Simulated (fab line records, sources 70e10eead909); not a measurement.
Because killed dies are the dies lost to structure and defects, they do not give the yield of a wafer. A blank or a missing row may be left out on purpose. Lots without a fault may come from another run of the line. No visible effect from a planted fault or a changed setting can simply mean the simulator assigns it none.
Which tool is to blame? | flow nand_harc | 24 lots, 72 wafers sampled, at 5 steps of a route of 1302

== WHAT THE GAUGES SHOWED, per wafer ==
NHARC_P_GATE_INSPECT_68. Usual: 202 for raw_defect_count, sd 66.
lot  | measured     | on                | raw_defect_count | flag
L074 | day 5 15:05  | defect_inspect-01 | 373 195 184      |
L075 | day 6 06:42  | defect_inspect-01 | 192 246 288      |
L076 | day 6 10:52  | defect_inspect-01 | 211 156 219      |
L077 | day 7 00:58  | defect_inspect-01 | 172 157 120      |
L078 | day 7 10:26  | defect_inspect-02 | 231 190 263      |
L079 | day 8 04:37  | defect_inspect-01 | 159 199 172      |
L080 | day 8 07:59  | defect_inspect-01 | 145 193 252      |
L081 | day 9 01:24  | defect_inspect-01 | 130 162 191      |
L082 | day 9 01:44  | defect_inspect-02 | 283 158 203      |
L083 | day 9 08:25  | defect_inspect-01 | 212 168 215      |
L084 | day 10 01:41 | defect_inspect-02 | 212 194 250      |
L085 | day 10 07:53 | defect_inspect-02 | 126 252 129      |
L086 | day 10 15:12 | defect_inspect-02 | 164 163 251      |
L089 | day 11 21:37 | defect_inspect-02 | 164 96 113       |
L087 | day 11 20:19 | defect_inspect-02 | 221 166 186      |
L088 | day 11 23:02 | defect_inspect-02 | 221 75 193       |
L090 | day 12 18:15 | defect_inspect-01 | 173 289 176      |
L091 | day 12 19:48 | defect_inspect-01 | 173 227 181      |
L092 | day 13 12:08 | defect_inspect-02 | 155 135 147      |
L093 | day 13 17:11 | defect_inspect-02 | 195 128 206      |
L094 | day 14 03:35 | defect_inspect-01 | 397 224 196      |
L095 | day 14 11:58 | defect_inspect-02 | 152 113 201      |
L096 | day 14 22:01 | defect_inspect-01 | 319 137 193      |
L097 | day 15 10:20 | defect_inspect-01 | 153 114 227      |

NHARC_P_CONTACT_OVL_MEAS_13. Usual: overlay_x_nm 0.2 nm, standard deviation 0.8; overlay_y_nm -0.1 nm, standard deviation 0.9.
lot  | measured     | on         | overlay_x_nm (nm) | overlay_y_nm (nm) | flag
L074 | day 5 17:01  | overlay-01 | -0.1 0.2 0.4      | 0.2 0.3 -0.1      |
L075 | day 6 08:23  | overlay-02 | 0.4 1.0 0.3       | 0.6 0.8 0.7       |
L076 | day 6 12:34  | overlay-02 | -0.5 -0.4 -0.2    | 0.9 0.9 0.9       |
L077 | day 7 02:39  | overlay-02 | 0.6 0.4 0.5       | -1.0 -0.9 -0.8    |
L078 | day 7 12:00  | overlay-02 | 1.0 1.0 0.7       | 1.3 1.1 1.4       |
L079 | day 8 06:19  | overlay-01 | 0.8 0.5 1.0       | -0.3 -0.8 -0.8    |
L080 | day 8 09:34  | overlay-01 | 0.9 0.3 0.2       | -1.5 -2.2 -1.4    |
L081 | day 9 03:05  | overlay-01 | -0.8 -1.0 -0.9    | -0.7 -0.9 -1.2    |
L082 | day 9 03:42  | overlay-02 | 1.8 2.4 1.3       | 0.0 1.1 0.7       |
L083 | day 9 10:14  | overlay-02 | 0.2 0.1 0.2       | -0.9 -0.6 -1.2    |
L084 | day 10 03:22 | overlay-01 | -0.1 -0.2 -0.1    | -0.8 -0.7 -1.2    |
L085 | day 10 09:28 | overlay-02 | 0.1 0.6 1.0       | -0.7 -1.1 -0.7    |
L086 | day 10 17:08 | overlay-02 | -0.5 -0.4 -1.1    | -0.7 -1.1 -0.9    |
L089 | day 11 23:11 | overlay-02 | 1.3 2.0 0.5       | 1.4 0.8 0.8       |
L087 | day 11 22:07 | overlay-02 | 1.2 0.9 1.3       | 1.1 1.7 1.2       |
L088 | day 12 00:37 | overlay-01 | -0.3 -0.7 0.3     | 0.2 0.4 0.2       |
L090 | day 12 19:56 | overlay-01 | -0.4 -0.7 -1.2    | 0.4 0.2 0.7       |
L091 | day 12 21:39 | overlay-02 | -0.3 -0.4 -0.4    | -0.9 -1.0 -0.4    |
L092 | day 13 13:50 | overlay-02 | -0.3 -1.1 -1.4    | -0.4 0.0 -0.2     |
L093 | day 13 18:53 | overlay-01 | 1.0 0.7 0.4       | 0.2 -0.3 -0.7     |
L094 | day 14 05:10 | overlay-01 | -1.4 -1.1 -0.7    | -0.7 -0.6 0.2     |
L095 | day 14 13:40 | overlay-01 | 0.0 0.3 0.1       | -0.2 -0.4 -0.4    |
L096 | day 14 23:58 | overlay-01 | 0.5 0.3 0.6       | 0.8 1.0 0.9       |
L097 | day 15 12:01 | overlay-01 | 0.3 -0.1 0.5      | 0.4 0.0 -0.2      |

== EACH LOT AND THE TOOL THAT RAN IT (in order: tool; ch and the chambers of the sampled wafers; start) ==
lot  | NHARC_P_GATE_DESCUM_13             | NHARC_P_GATE_STRIP_108             | NHARC_P_GATE_STRIP_113
L074 | rie_diel-13 ch 1,2, day 4 06:25    | rie_diel-09 ch 2,3, day 4 21:14    | plasma_asher-02 ch 0,1, day 5 12:38
L075 | rie_diel-09 ch 0,2,3, day 4 21:44  | rie_diel-07 ch 0,1,3, day 5 13:09  | plasma_asher-01 ch 0,1, day 6 04:09
L076 | rie_diel-09 ch 0,3, day 5 02:34    | rie_diel-09 ch 0,1,2, day 5 17:07  | plasma_asher-02 ch 0,1, day 6 08:19
L077 | rie_diel-09 ch 1,2,3, day 5 13:34  | rie_diel-09 ch 0,3, day 6 07:28    | plasma_asher-02 ch 1, day 6 22:32
L078 | rie_diel-09 ch 0,2,3, day 6 00:50  | rie_diel-13 ch 1,2,3, day 6 16:55  | plasma_asher-02 ch 0,1, day 7 07:54
L079 | rie_diel-09 ch 1,2, day 6 18:11    | rie_diel-13 ch 0,1,2, day 7 10:37  | plasma_asher-02 ch 0,1, day 8 02:11
L080 | rie_diel-13 ch 1,2,3, day 6 22:16  | rie_diel-07 ch 0,2,3, day 7 14:04  | plasma_asher-02 ch 0, day 8 05:34
L081 | rie_diel-13 ch 1,2,3, day 7 16:11  | rie_diel-09 ch 0,1,2, day 8 07:44  | plasma_asher-01 ch 0,1, day 8 22:51
L082 | rie_diel-09 ch 1,2,3, day 7 16:14  | rie_diel-09 ch 0,1,2, day 8 08:07  | plasma_asher-02 ch 0,1, day 8 23:12
L083 | rie_diel-09 ch 0,1,3, day 8 00:23  | rie_diel-09 ch 0,1,3, day 8 14:49  | plasma_asher-02 ch 0,1, day 9 05:52
L084 | rie_diel-13 ch 0,1,3, day 8 14:58  | rie_diel-13 ch 0,2,3, day 9 08:01  | plasma_asher-02 ch 0,1, day 9 23:08
L085 | rie_diel-13 ch 0,1, day 8 22:11    | rie_diel-13 ch 0,1,3, day 9 14:04  | plasma_asher-02 ch 0,1, day 10 05:20
L086 | rie_diel-07 ch 0,3, day 9 05:31    | rie_diel-07 ch 0,1,2, day 9 21:22  | plasma_asher-02 ch 0, day 10 12:29
L089 | rie_diel-07 ch 0,3, day 10 12:17   | rie_diel-07 ch 0,1, day 11 03:31   | plasma_asher-01 ch 0,1, day 11 19:12
L087 | rie_diel-09 ch 0,2,3, day 10 12:17 | rie_diel-07 ch 1,2, day 11 02:52   | plasma_asher-01 ch 0,1, day 11 17:56
L088 | rie_diel-13 ch 0,1,2, day 10 12:21 | rie_diel-13 ch 0,3, day 11 03:11   | plasma_asher-02 ch 0,1, day 11 20:28
L090 | rie_diel-07 ch 1,2, day 11 04:35   | rie_diel-07 ch 0,1,3, day 12 00:33 | plasma_asher-01 ch 0,1, day 12 15:50
L091 | rie_diel-13 ch 0,1,3, day 11 09:46 | rie_diel-09 ch 0,1, day 12 02:04   | plasma_asher-01 ch 0,1, day 12 17:23
L092 | rie_diel-07 ch 0,2,3, day 12 01:30 | rie_diel-13 ch 0,1,3, day 12 18:36 | plasma_asher-01 ch 0,1, day 13 09:37
L093 | rie_diel-13 ch 0,1,2, day 12 06:00 | rie_diel-09 ch 0,1,3, day 12 23:52 | plasma_asher-01 ch 0,1, day 13 14:39
L094 | rie_diel-07 ch 1,2, day 12 19:20   | rie_diel-13 ch 0,1,3, day 13 10:09 | plasma_asher-02 ch 0,1, day 14 01:10
L095 | rie_diel-13 ch 1,2, day 13 03:22   | rie_diel-07 ch 2,3, day 13 18:08   | plasma_asher-01 ch 0,1, day 14 09:21
L096 | rie_diel-09 ch 0,2,3, day 13 09:16 | rie_diel-09 ch 1,3, day 14 02:14   | plasma_asher-02 ch 0,1, day 14 19:29
L097 | rie_diel-09 ch 0,1,2, day 14 01:37 | rie_diel-13 ch 1,2,3, day 14 16:45 | plasma_asher-02 ch 0,1, day 15 08:04
- NHARC_P_GATE_DESCUM_13: chemistry O2, time 3 s.
- NHARC_P_GATE_STRIP_108: strips in O2.
- NHARC_P_GATE_STRIP_113: strips in N2/H2, time 740 s.

== WHAT THE TOOLS THEMSELVES READ (means of the sampled wafers that have a number; where no wafer has one, the mark that the record gives instead) ==
NHARC_P_GATE_DESCUM_13. Usual: drypump_motor_current_A 5.9 A, standard deviation 0.45; oes_product_au 0.995 a.u., standard deviation 0.0092; rf_vpp_V 57.6 V, standard deviation 0.97; showerhead_plenum_p_Torr 1.87 Torr, standard deviation 0.089; throttle_valve_pct 11.311 %, standard deviation 0.0096.
lot  | tool        | drypump_motor_current_A (A) | oes_product_au (a.u.) | rf_vpp_V (V) | showerhead_plenum_p_Torr (Torr) | throttle_valve_pct (%) | flag
L074 | rie_diel-13 | 5.5                         | 1.003                 | 58.0         | 1.93                            | 11.310                 |
L075 | rie_diel-09 | 6.0                         | 0.986                 | 57.8         | 1.87                            | 11.311                 |
L076 | rie_diel-09 | 6.2                         | 0.993                 | 57.2         | 1.88                            | 11.316                 |
L077 | rie_diel-09 | 5.8                         | 0.985                 | 57.3         | 1.91                            | 11.310                 |
L078 | rie_diel-09 | 6.0                         | 0.985                 | 57.6         | 1.87                            | 11.312                 |
L079 | rie_diel-09 | 5.3                         | 0.990                 | 57.8         | 1.90                            | 11.311                 |
L080 | rie_diel-13 | 5.6                         | 1.001                 | 57.8         | 1.87                            | 11.303                 |
L081 | rie_diel-13 | 5.6                         | 0.998                 | 57.1         | 1.87                            | 11.314                 |
L082 | rie_diel-09 | 5.7                         | 0.994                 | 58.3         | 1.91                            | 11.310                 |
L083 | rie_diel-09 | 5.9                         | 0.991                 | 57.8         | 1.93                            | 11.312                 |
L084 | rie_diel-13 | 5.9                         | 0.996                 | 57.4         | 1.88                            | 11.311                 |
L085 | rie_diel-13 | 5.8                         | 1.009                 | 58.0         | 1.95                            | 11.303                 |
L086 | rie_diel-07 | 6.2                         | 0.998                 | 58.2         | 1.95                            | 11.308                 |
L089 | rie_diel-07 | 6.5                         | 0.980                 | 56.9         | 1.93                            | 11.317                 |
L087 | rie_diel-09 | 6.0                         | 0.993                 | 57.7         | 1.86                            | 11.310                 |
L088 | rie_diel-13 | 5.7                         | 1.001                 | 56.7         | 1.87                            | 11.308                 |
L090 | rie_diel-07 | 6.0                         | 0.996                 | 58.1         | 1.80                            | 11.319                 |
L091 | rie_diel-13 | 5.9                         | 0.999                 | 58.0         | 1.88                            | 11.300                 |
L092 | rie_diel-07 | 6.3                         | 0.994                 | 57.1         | 1.89                            | 11.307                 |
L093 | rie_diel-13 | 5.7                         | 0.996                 | 57.3         | 1.87                            | 11.306                 |
L094 | rie_diel-07 | 5.9                         | 0.992                 | 57.6         | 1.81                            | 11.313                 |
L095 | rie_diel-13 | 5.5                         | 1.008                 | 58.4         | 1.93                            | 11.310                 |
L096 | rie_diel-09 | 6.0                         | 0.989                 | 56.8         | 1.86                            | 11.311                 |
L097 | rie_diel-09 | 5.6                         | 0.989                 | 58.1         | 1.85                            | 11.313                 |

NHARC_P_GATE_STRIP_108. Usual: drypump_motor_current_A 5.9 A, standard deviation 0.45; oes_product_au 0.994 a.u., standard deviation 0.011; rf_vpp_V 57.7 V, standard deviation 0.87; showerhead_plenum_p_Torr 3.45 Torr, standard deviation 0.15; throttle_valve_pct 17.037 %, standard deviation 0.0094.
lot  | tool        | drypump_motor_current_A (A) | oes_product_au (a.u.) | rf_vpp_V (V) | showerhead_plenum_p_Torr (Torr) | throttle_valve_pct (%) | flag
L074 | rie_diel-09 | 6.2                         | 0.988                 | 58.1         | 3.53                            | 17.038                 |
L075 | rie_diel-07 | 6.2                         | 0.992                 | 58.5         | 3.52                            | 17.026                 |
L076 | rie_diel-09 | 5.6                         | 0.989                 | 57.8         | 3.43                            | 17.036                 |
L077 | rie_diel-09 | 6.2                         | 0.978                 | 58.3         | 3.47                            | 17.039                 |
L078 | rie_diel-13 | 5.6                         | 1.012                 | 57.5         | 3.44                            | 17.041                 |
L079 | rie_diel-13 | 5.7                         | 1.012                 | 57.9         | 3.46                            | 17.038                 |
L080 | rie_diel-07 | 6.3                         | 0.992                 | 57.1         | 3.49                            | 17.042                 |
L081 | rie_diel-09 | 5.6                         | 0.994                 | 58.0         | 3.43                            | 17.042                 |
L082 | rie_diel-09 | 5.6                         | 0.992                 | 57.8         | 3.43                            | 17.033                 |
L083 | rie_diel-09 | 5.9                         | 0.988                 | 57.2         | 3.55                            | 17.048                 |
L084 | rie_diel-13 | 5.7                         | 0.996                 | 57.0         | 3.34                            | 17.029                 |
L085 | rie_diel-13 | 5.9                         | 1.003                 | 57.2         | 3.47                            | 17.035                 |
L086 | rie_diel-07 | 6.2                         | 0.982                 | 57.5         | 3.41                            | 17.034                 |
L089 | rie_diel-07 | 6.5                         | 0.984                 | 57.5         | 3.48                            | 17.038                 |
L087 | rie_diel-07 | 6.0                         | 0.995                 | 57.1         | 3.32                            | 17.039                 |
L088 | rie_diel-13 | 6.0                         | 0.989                 | 57.1         | 3.35                            | 17.028                 |
L090 | rie_diel-07 | 6.2                         | 0.990                 | 58.4         | 3.51                            | 17.034                 |
L091 | rie_diel-09 | 5.5                         | 0.993                 | 58.0         | 3.53                            | 17.052                 |
L092 | rie_diel-13 | 5.9                         | 0.998                 | 58.5         | 3.47                            | 17.034                 |
L093 | rie_diel-09 | 5.9                         | 0.992                 | 57.9         | 3.54                            | 17.030                 |
L094 | rie_diel-13 | 5.9                         | 0.998                 | 57.4         | 3.47                            | 17.038                 |
L095 | rie_diel-07 | 6.0                         | 0.989                 | 57.5         | 3.40                            | 17.032                 |
L096 | rie_diel-09 | 6.1                         | 0.987                 | 58.3         | 3.64                            | 17.027                 |
L097 | rie_diel-13 | 5.6                         | 1.001                 | 58.1         | 3.44                            | 17.047                 |

NHARC_P_GATE_STRIP_113. Usual: drypump_motor_current_A 5.6 A, standard deviation 0.38; heater_power_w 87 W, standard deviation 3.9.
lot  | tool            | drypump_motor_current_A (A) | heater_power_w (W) | flag
L074 | plasma_asher-02 | 5.8                         | 86                 |
L075 | plasma_asher-01 | 5.4                         | 88                 |
L076 | plasma_asher-02 | 5.6                         | 89                 |
L077 | plasma_asher-02 | 6.1                         | 81                 |
L078 | plasma_asher-02 | 5.6                         | 88                 |
L079 | plasma_asher-02 | 5.6                         | 89                 |
L080 | plasma_asher-02 | 5.3                         | 92                 |
L081 | plasma_asher-01 | 5.4                         | 88                 |
L082 | plasma_asher-02 | 5.8                         | 86                 |
L083 | plasma_asher-02 | 5.8                         | 85                 |
L084 | plasma_asher-02 | 5.8                         | 86                 |
L085 | plasma_asher-02 | 5.8                         | 86                 |
L086 | plasma_asher-02 | 5.3                         | 94                 |
L089 | plasma_asher-01 | 5.3                         | 87                 |
L087 | plasma_asher-01 | 5.3                         | 86                 |
L088 | plasma_asher-02 | 5.8                         | 87                 |
L090 | plasma_asher-01 | 5.4                         | 87                 |
L091 | plasma_asher-01 | 5.3                         | 85                 |
L092 | plasma_asher-01 | 5.4                         | 88                 |
L093 | plasma_asher-01 | 5.4                         | 86                 |
L094 | plasma_asher-02 | 5.8                         | 86                 |
L095 | plasma_asher-01 | 5.4                         | 87                 |
L096 | plasma_asher-02 | 5.5                         | 89                 |
L097 | plasma_asher-02 | 5.8                         | 87                 |

== THE ANSWER, worked out from the rows above alone ==
Rule: lot off if the mean of its wafers having a number is beyond 3 standard deviations from the usual mean. Also off: a lot with no number at a reading for which 4 or more lots have one. Any other lot the step has rows for is counted as sound. After the gauges, taken in route order, come the tools' own readings; for these a lot's mean is taken, as printed above. The first step at which some lot is off is used, and at that step the reading that is off furthest; a lot without a number counts as furthest.
No lot is off at any reading shown: from this, nothing can be told.

== WHAT THE SIMULATOR PUT IN ==
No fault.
